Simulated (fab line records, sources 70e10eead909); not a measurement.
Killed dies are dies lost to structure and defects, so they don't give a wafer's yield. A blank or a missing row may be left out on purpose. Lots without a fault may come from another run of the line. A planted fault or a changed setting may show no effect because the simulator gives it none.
fab line records | flow nand_harc
record lots=12 wafers=36 last_day=34
route steps=1302 shown THIN_TSV@1250 END@1302
lots that met no fault: from a run of the same line without faults
start_h: hours from the record's first day to the start of the lot's first wafer shown | wait_h: hours since the lot's step before | " the same as in the row above | L1.1+2: a row that stands for several wafers | - no value, or no start given | * or withheld: withheld | < > ~ a bound
route shown NAME@n: a module of which the file shows steps, and the number in the route of the first | usual: mean/standard deviation of fault-free wafers | same: alike in all rows | chamber/n: place in a boat | sites: the reading at each site | _std_site: their standard deviation | _edge_site: outer sites' mean less inner sites' | radius_mm: how far each site lies from the wafer's centre | mask NAME#n: copy n | behind: the tool/chamber that last shaped the wafer | hold: why the lot was held/for how many hours/how that ended | device: the transistor (n, p or np) that didn't switch | end of line: the same wafers' tests at the end of the route | a step without rows: its recipe alone | killed: dies lost to structure and defects at the first sort, not the wafer's yield | map: a wafer's dies, x killed, . not, _ none there
set.NAME: the setting as run; set.NAME@STEP: as run at that earlier step | model.NAME: the simulator's own value behind a step, which no gauge read
steps of the route over a sample of lots; a table a step, a row a wafer
services: from which hour (start_h, from the record's first day; less than 0 if before it) a tool's chamber was out of use, for how many hours, and why
## steps
# step NHARC_THIN_TSV_DEP_43
# recipe target_thk_a=13285 temp_c=withheld pressure_torr=6.5 rf_w=900 teos_flow_sccm=161.4 flow_sccm=2650 target_thk_nm=1328.5 gas=O2 material=SiO2
# usual showerhead_vpp_V=1873/50 throttle_valve_pct=15.8/0.44
# columns lot.wafer tool chamber start_h wait_h showerhead_vpp_V throttle_valve_pct
L453.2 pecvd-01 2 550.46 - 1806 15.9
L453.1 " 0 " " 1837 15.9
L453.6 " 1 " " 1903 16.3
L455.3 pecvd-01 0 560.42 - 1826 15.5
L455.5 " 1 " " 1943 16.3
L455.4 " 2 " " 1851 15.8
L457.2 pecvd-04 0 573.84 - 1872 15.9
L457.5 " 1 " " 1890 15.9
L457.6 " 2 " " 1922 16.5
L458.2 pecvd-04 1 589.79 - 1916 15.7
L458.3 " 2 " " 1910 16.2
L458.4 " 2 " " 1911 16.3
L459.2 pecvd-04 1 598.54 - 1939 15.9
L459.4 " 1 " " 1945 15.6
L459.6 " 0 " " 1859 15.5
L460.1 pecvd-04 1 606.62 - 1887 15.7
L460.6 " 0 " " 1852 16.0
L460.5 " 2 " " 1895 16.2
L464.2 pecvd-01 2 655.04 - 1845 15.5
L464.3 " 0 " " 1847 15.4
L464.5 " 0 " " 1834 15.6
L473.3 pecvd-04 0 746.36 - 1866 15.8
L473.2 " 1 " " 1856 15.3
L473.5 " 2 " " 1905 16.2
L472.2 pecvd-01 1 747.54 - 1906 16.8
L472.6 " 0 " " 1845 15.2
L472.5 " 2 " " 1826 16.2
L475.1 pecvd-04 0 764.00 - 1862 15.7
L475.6 " 1 " " 1888 15.3
L475.4 " 2 " " 1877 16.2
L476.2 pecvd-04 1 774.79 - 1897 15.5
L476.3 " 0 " " 1855 15.8
L476.4 " 2 " " 1903 16.0
L474.1 pecvd-01 1 791.29 - 1943 17.1
L474.6 " 2 " " 1834 16.2
L474.4 " 0 " " 1824 15.1
# step NHARC_THIN_TSV_ETCH_44
# recipe target_depth_a=15942 time_s=797.1 cf4_flow_sccm=150 o2_flow_sccm=10 ar_flow_sccm=0 rf_w=300 bias_w=800 chemistry=CF4/O2
# usual drypump_motor_current_A=5.6/0.4 mfc_ar_sccm=0.010/0.014 oes_product_au=1.007/0.012 rf_vpp_V=797/4.8 showerhead_plenum_p_Torr=1.87/0.075 throttle_valve_pct=16.914/0.0088
# columns lot.wafer tool chamber start_h wait_h drypump_motor_current_A mfc_ar_sccm oes_product_au rf_hours_counter_h rf_vpp_V showerhead_plenum_p_Torr throttle_valve_pct
L453.2 rie_diel-07 3 551.53 0.1 5.6 0.019 1.008 3.2 800 1.95 16.903
L453.1 " 2 " " 5.4 0.020 1.003 3.8 795 1.87 16.914
L453.6 " 0 " " 6.5 0 1.005 - 803 1.95 16.899
L455.3 rie_diel-05 2 561.51 0.1 5.2 0.002 1.018 7.6 798 1.91 16.920
L455.4 " 1 " " 5.2 0.039 0.986 8.0 793 1.82 16.915
L455.5 " 3 " " 5.7 0.009 0.999 - 800 1.91 16.894
L457.2 rie_diel-10 3 574.84 0.1 5.8 0 1.016 9.9 792 1.82 16.911
L457.6 " 3 " " 5.8 0 1.018 - 795 1.82 16.897
L457.5 " 0 " " 5.6 0 1.011 - 799 1.92 16.893
L458.4 rie_diel-07 3 590.74 0.1 5.7 0.019 1.017 5.8 802 1.95 16.908
L458.3 " 0 " " 6.5 0 1.018 5.7 800 1.94 16.925
L458.2 " 1 " " 5.9 0.037 1.009 6.7 796 1.86 16.914
L459.2 rie_diel-07 3 599.55 0.1 5.7 0.019 1.009 6.4 803 1.95 16.922
L459.4 " 0 " " 6.5 0 1.004 6.5 803 1.94 16.914
L459.6 " 2 " " 5.4 0.020 1.004 - 797 1.87 16.913
L460.1 rie_diel-05 2 607.71 0.1 5.2 0.002 1.011 0.6 799 1.91 16.921
L460.5 " 1 " " 5.2 0.039 0.985 - 793 1.82 16.908
L460.6 " 2 " " 5.2 0.002 1.012 - 800 1.91 16.913
L464.2 rie_diel-10 0 656.08 0.1 5.6 0 0.980 3.0 799 1.92 16.921
L464.3 " 1 " " 5.7 0 1.020 2.9 787 1.71 16.905
L464.5 " 0 " " 5.6 0 0.985 - 799 1.92 16.913
L473.2 rie_diel-10 3 747.48 0.2 5.8 0 1.001 8.6 793 1.82 16.900
L473.3 " 0 " " 5.5 0 0.994 9.7 800 1.92 16.944
L473.5 " 0 " " 5.6 0 0.995 - 801 1.92 16.909
L472.2 rie_diel-05 0 748.57 0.1 5.9 0.001 1.010 8.7 800 1.93 16.912
L472.6 " 0 " " 5.9 0.001 1.020 - 799 1.93 16.918
L472.5 " 1 " " 5.2 0.039 0.990 - 792 1.82 16.918
L475.1 rie_diel-10 2 765.19 0.2 4.9 0 0.997 8.1 787 1.74 16.912
L475.4 " 3 " " 5.8 0 1.008 9.2 793 1.82 16.914
L475.6 " 1 " " 5.7 0 1.007 - 786 1.70 16.914
L476.2 rie_diel-07 1 775.92 0.1 5.9 0.037 0.997 6.7 794 1.85 16.914
L476.3 " 2 " " 5.5 0.020 1.012 5.9 797 1.87 16.899
L476.4 " 3 " " 5.7 0.019 0.981 6.1 802 1.95 16.916
L474.1 rie_diel-05 0 792.30 0.1 6.0 0.001 1.023 1.0 799 1.93 16.902
L474.4 " 2 " " 5.2 0.002 1.024 0.9 800 1.91 16.918
L474.6 " 3 " " 5.7 0.009 1.032 - 797 1.91 16.923
# step NHARC_THIN_TSV_PVD_19
# recipe target_thk_a=200 chamber_pressure_pa=5 material=TaN
# usual chamber_pressure_pa=4.999/0.0099 throttle_valve_pct=30.0/0.66
# columns lot.wafer tool chamber start_h wait_h chamber_pressure_pa throttle_valve_pct
L453.2 pvd_sputter-03 - - - 5.001 30.4
L453.1 " - " " 5.000 29.6
L453.6 " - " " 5.018 31.1
L455.4 pvd_sputter-03 - - - 4.998 30.7
L455.3 " - " " 4.996 30.0
L455.5 " - " " 5.020 29.4
L457.2 pvd_sputter-03 - - - 4.991 30.7
L457.5 " - " " 4.989 30.5
L457.6 " - " " 4.998 30.3
L458.3 pvd_sputter-03 - - - 4.987 30.3
L458.2 " - " " 5.009 31.0
L458.4 " - " " 4.981 29.6
L459.4 pvd_sputter-02 - - - 4.983 29.4
L459.2 " - " " 5.009 31.0
L459.6 " - " " 4.993 29.2
L460.1 pvd_sputter-02 - - - 4.988 31.0
L460.6 " - " " 5.000 29.4
L460.5 " - " " 5.000 30.9
L464.3 pvd_sputter-01 - - - 4.990 30.3
L464.2 " - " " 4.991 30.0
L464.5 " - " " 5.016 30.0
L473.2 pvd_sputter-02 - - - 5.000 29.7
L473.3 " - " " 5.008 29.8
L473.5 " - " " 5.000 30.3
L472.2 pvd_sputter-03 - - - 5.006 30.0
L472.6 " - " " 5.000 28.9
L472.5 " - " " 5.002 30.1
L475.1 pvd_sputter-02 - - - 5.003 30.5
L475.4 " - " " 5.011 29.6
L475.6 " - " " 5.015 30.3
L476.4 pvd_sputter-02 - - - 4.994 30.1
L476.2 " - " " 4.992 29.8
L476.3 " - " " 5.007 30.3
L474.4 pvd_sputter-01 - - - 5.009 30.1
L474.1 " - " " 5.002 29.2
L474.6 " - " " 5.016 30.2
# step NHARC_THIN_TSV_PVD_51
# recipe target_thk_a=1000 chamber_pressure_pa=5 material=Cu
# usual chamber_pressure_pa=4.999/0.01 throttle_valve_pct=30.0/0.66
# columns lot.wafer tool chamber start_h wait_h chamber_pressure_pa throttle_valve_pct
L453.1 pvd_sputter-03 - 554.43 - 4.996 29.7
L453.2 " - " " 5.004 29.9
L453.6 " - " " 4.996 29.6
L455.3 pvd_sputter-03 - 564.41 - 5.003 31.1
L455.4 " - " " 5.002 30.7
L455.5 " - " " 4.999 31.0
L457.2 pvd_sputter-03 - 577.74 - 4.996 30.2
L457.6 " - " " 5.006 30.6
L457.5 " - " " 4.987 30.3
L458.3 pvd_sputter-03 - 593.54 - 5.014 29.6
L458.2 " - " " 4.996 29.8
L458.4 " - " " 4.989 31.1
L459.4 pvd_sputter-02 - 602.47 - 5.007 30.6
L459.2 " - " " 4.998 29.3
L459.6 " - " " 5.000 30.6
L460.1 pvd_sputter-02 - 610.49 - 4.996 31.1
L460.6 " - " " 4.991 30.5
L460.5 " - " " 4.994 29.3
L464.2 pvd_sputter-01 - 658.87 - 5.005 30.2
L464.3 " - " " 5.006 29.2
L464.5 " - " " 5.014 30.0
L473.2 pvd_sputter-02 - 750.35 - - -
L473.3 " - " " - -
L473.5 " - " " - -
L472.2 pvd_sputter-03 - 751.40 - - -
L472.6 " - " " - -
L472.5 " - " " - -
L475.4 pvd_sputter-02 - 767.87 - 5.014 30.4
L475.1 " - " " 4.998 29.6
L475.6 " - " " 4.999 30.5
L476.3 pvd_sputter-02 - 779.00 - 5.024 30.0
L476.2 " - " " 4.998 30.3
L476.4 " - " " 4.986 29.6
L474.4 pvd_sputter-01 - 795.18 - 5.002 28.6
L474.1 " - " " 4.999 30.3
L474.6 " - " " 4.990 29.1
# step NHARC_END_SORT_01
# recipe temp_c=25
# usual defect_limited_yield=90/4.1 killed_at_array=63/27 killed_at_other=0.7/1.2 killed_at_periphery=3.1/2 killed_dies=67/28 killed_open=3.0/1.9 killed_short=2.2/1.5
# same gross_dies=677
# columns lot.wafer tool chamber start_h wait_h defect_limited_yield[%] killed_at_array killed_at_other killed_at_periphery killed_dies killed_open killed_short
L473.2 prober-01 0 766.00 2.8 0 37 638 2 677 7 1
L473.3 prober-01 0 766.80 3.1 0 27 645 5 677 7 1
L473.5 prober-01 0 768.39 3.7 0 28 647 2 677 5 0
L472.2 prober-02 0 772.34 2.8 0 90 582 5 677 4 4
L472.5 prober-02 0 774.74 3.7 0 97 579 1 677 3 2
L472.6 prober-02 0 775.54 4.0 0 89 588 0 677 2 4
# killed by level:class
L473.2 THIN_TSV:area_pvd=638 A_CHANNEL_HOLE_D1:chamber_film_flake=17 A_SLIT:chamber_film_flake=8 A_DECK1_JOINT:chamber_film_flake=3 A_CONTACT:chamber_film_flake=3 A_ONON_D2:geometric_particle:open=2 P_CONTACT:geometric_particle:open=1 P_M1:geometric_particle:open=1
L473.3 THIN_TSV:area_pvd=645 A_CHANNEL_HOLE_D1:chamber_film_flake=11 A_SLIT:chamber_film_flake=5 P_M0:geometric_particle:open=2 P_M2:chamber_film_flake=2 A_STAIRCASE:chamber_film_flake=2 A_ONON_D1:geometric_particle:open=1 A_ONON_D2:geometric_particle:open=1
L473.5 THIN_TSV:area_pvd=646 A_CHANNEL_HOLE_D1:chamber_film_flake=16 A_SLIT:chamber_film_flake=5 P_M0:geometric_particle:open=2 A_STAIRCASE:chamber_film_flake=2 A_CHANNEL_FILL_D1:geometric_particle:open=1 A_SGD_CUT:geometric_particle:open=1 STARTING-WAFER:geometric_particle:open=1
L472.2 THIN_TSV:area_pvd=581 A_CHANNEL_HOLE_D1:chamber_film_flake=29 A_SLIT:chamber_film_flake=28 A_CHANNEL_HOLE_D2:chamber_film_flake=18 A_CONTACT:chamber_film_flake=6 P_STI:chamber_film_flake=3 A_ZERO_WELL:chamber_film_flake=3 P_M0:geometric_particle:open=2
L472.5 THIN_TSV:area_pvd=579 A_SLIT:chamber_film_flake=34 A_CHANNEL_HOLE_D1:chamber_film_flake=31 A_CHANNEL_HOLE_D2:chamber_film_flake=18 A_CONTACT:chamber_film_flake=6 A_ZERO_WELL:chamber_film_flake=3 A_CHANNEL_FILL_D1:geometric_particle:open=1 A_DECK1_JOINT:geometric_particle:short=1
L472.6 THIN_TSV:area_pvd=587 A_SLIT:chamber_film_flake=26 A_CHANNEL_HOLE_D1:chamber_film_flake=25 A_CHANNEL_HOLE_D2:chamber_film_flake=22 A_CONTACT:chamber_film_flake=6 A_ONON_D1:geometric_particle:short=2 A_ZERO_WELL:chamber_film_flake=2 A_SOURCE_PLATE:geometric_particle:short=1
## services
# columns tool chamber start_h hours kind
pvd_sputter-02 - 528.03 5.3 repair
rie_diel-10 1 540.63 16.2 repair
rie_diel-07 - 553.94 0.2 repair
rie_diel-07 0 556.27 7.9 repair
pvd_sputter-03 - 570.01 1.0 repair
pecvd-01 1 575.67 4.5 repair
pvd_sputter-01 - 582.00 10.0 pm
rie_diel-05 - 583.60 9.0 pm
rie_diel-10 - 596.50 9.0 pm
rie_diel-07 0 603.09 6.5 repair
rie_diel-07 3 617.93 2.6 repair
pecvd-04 - 631.45 13.0 pm
pvd_sputter-02 - 638.05 10.0 pm
rie_diel-07 - 648.39 9.0 pm
pvd_sputter-02 - 671.34 3.6 repair
pecvd-01 - 673.67 13.0 pm
pvd_sputter-03 - 680.47 1.1 repair
rie_diel-07 - 684.23 1.0 repair
rie_diel-07 3 700.45 2.8 repair
pvd_sputter-03 - 704.00 10.0 pm
pvd_sputter-03 - 725.80 8.4 repair
pvd_sputter-02 - 742.20 3.2 repair
pvd_sputter-02 - 747.49 1.0 repair
pecvd-01 2 767.42 20.3 repair
## key
first_sign step=NHARC_THIN_TSV_PVD_51 reading=tool_record direction=missing
effect step=NHARC_END_SORT_01 reading=killed_at_other direction=up sigmas=99+ usual=0.7 struck=613.2
more_kills_born_at NHARC_THIN_TSV_PVD_51@pvd_sputter-02=1929 NHARC_THIN_TSV_PVD_51@pvd_sputter-03=1747
met_at NHARC_THIN_TSV_PVD_51
struck_lots L472,L473
later_rows_left_out L472.2,L472.5,L472.6,L473.2,L473.3,L473.5
not_acting_at NHARC_THIN_TSV_DEP_43,NHARC_THIN_TSV_ETCH_44,NHARC_THIN_TSV_PVD_19
onset_between 610.49 750.35
fault kind=skipped_step_whole tool=pvd_sputter-02,pvd_sputter-03 chamber=- onset_h=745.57 steps=NHARC_THIN_TSV_PVD_51 scope=struck_lots_only
# later_rows_left_out: the simulator's readings of these wafers behind a module that went badly wrong aren't trusted and aren't shown, but for the sort
